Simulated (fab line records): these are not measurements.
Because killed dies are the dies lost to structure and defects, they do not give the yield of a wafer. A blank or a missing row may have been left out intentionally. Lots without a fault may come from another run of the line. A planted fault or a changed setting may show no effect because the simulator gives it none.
Chamber matching	flow nand-harc	cmp-04 running NHARC_A_STAIRCASE_CMP_152: 4 sister chambers
The step polishes. 16 wafers are shown with their chamber, then 8 later ones without.

## EACH WAFER AND ITS CHAMBER
wafer	chamber	motor-current-A (A)
L075.1	1	11.2
L075.2	0	12.1
L075.4	2	12.2
L078.2	0	11.8
L078.3	1	10.9
L078.5	3	12.0
L081.1	1	10.9
L081.2	2	11.5
L081.5	2	11.9
L082.2	3	11.9
L082.3	1	11.0
L082.5	1	11.4
L083.1	0	11.4
L083.3	3	11.9
L083.5	2	11.5
L086.1	2	11.7

SIGNATURES, as means of the wafers listed above
reading	chamber 0	chamber 1	chamber 2	chamber 3	scatter within a chamber
motor-current-A	11.767	11.080	11.760	11.933	0.257
Rule: a wafer lies at a distance from a chamber equal to the root of the sum of squares, over the readings, of (its reading less the chamber's mean, divided by the reading's scatter). The wafer belongs to the nearest chamber; if the next one is less than 2 further off, it can't be placed. How the scatter is found: for the shown wafers, subtract from each reading the mean of its chamber, square and add these, divide the total by (wafers less chambers), then take the root.

## WAFERS WHOSE CHAMBER IS MISSING
wafer	motor-current-A (A)
L086.5	11.2
L086.6	12.3
L090.2	12.4
L090.3	11.4
L090.5	11.3
L094.3	12.3
L094.4	11.2
L094.5	12.3

## EACH ONE'S CHAMBER
wafer	from the rows above	in truth
L086.5	can't be placed: 1 or 2 or 0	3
L086.6	can't be placed: 3 or 0 or 2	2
L090.2	can't be placed: 3 or 0 or 2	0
L090.3	can't be placed: 1 or 2 or 0 or 3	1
L090.5	can't be placed: 1 or 2 or 0 or 3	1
L094.3	can't be placed: 3 or 0 or 2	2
L094.4	can't be placed: 1 or 2 or 0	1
L094.5	can't be placed: 3 or 0 or 2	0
Correct placement for 0 of the 8. From these rows, 8 cannot be placed; in 7 the true chamber is one of the candidates. Placed wrongly: 0.
